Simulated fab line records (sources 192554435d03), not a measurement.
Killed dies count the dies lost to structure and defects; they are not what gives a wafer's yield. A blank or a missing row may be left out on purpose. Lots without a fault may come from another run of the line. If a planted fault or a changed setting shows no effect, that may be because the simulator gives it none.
Matching of chambers    flow n5Finfet    rieDiel-03 running N5_FIN_SAQP_ETCH_51: 4 sister chambers
The step etches SiARC in CF4, target depth 45.5 nm, time 75.8 s. 8 wafers are shown with their chamber, then 10 later ones without.

## EACH WAFER AND ITS CHAMBER
wafer   chamber  drypumpMotorCurrentA (A)  showerheadPlenumPTorr (Torr)
L086.2  3        6.1                       2.03
L086.3  1        5.9                       2.24
L088.3  3        6.1                       2.03
L088.5  1        6.0                       2.24
L090.1  0        4.9                       2.13
L090.6  2        5.6                       2.06
L091.3  2        5.6                       2.06
L091.4  0        4.9                       2.12

## WAFERS WHOSE CHAMBER IS MISSING
wafer   drypumpMotorCurrentA (A)  showerheadPlenumPTorr (Torr)
L091.5  4.9                       2.12
L093.3  4.9                       2.12
L093.5  6.1                       2.03
L093.6  4.9                       2.12
L094.2  6.0                       2.23
L094.3  5.6                       2.06
L094.6  4.9                       2.12
L097.3  5.6                       2.05
L097.5  5.7                       2.05
L097.6  5.9                       2.23

## WHICH CHAMBER EACH ONE RAN IN
wafer   from the rows above  in truth
L091.5  0                    0
L093.3  0                    0
L093.5  3                    3
L093.6  0                    0
L094.2  1                    1
L094.3  2                    2
L094.6  0                    0
L097.3  2                    2
L097.5  2                    2
L097.6  1                    1
Correctly placed: 10 of 10. Number that these rows cannot place: 0. 0 placed wrongly.
How it was worked out, from the rows above alone: a wafer's distance from a chamber is the root of the sum, over the readings, of the square of ((its reading less the chamber's mean) divided by the reading's scatter). If the next closest chamber is less than 2 further off than the closest, the wafer can't be placed; otherwise it belongs to the closest. For every chamber, the mean is computed from those of its wafers that are shown. How the scatter is found: for the shown wafers, subtract from each reading the mean of its chamber, square and add these, divide the total by (wafers less chambers), then take the root.
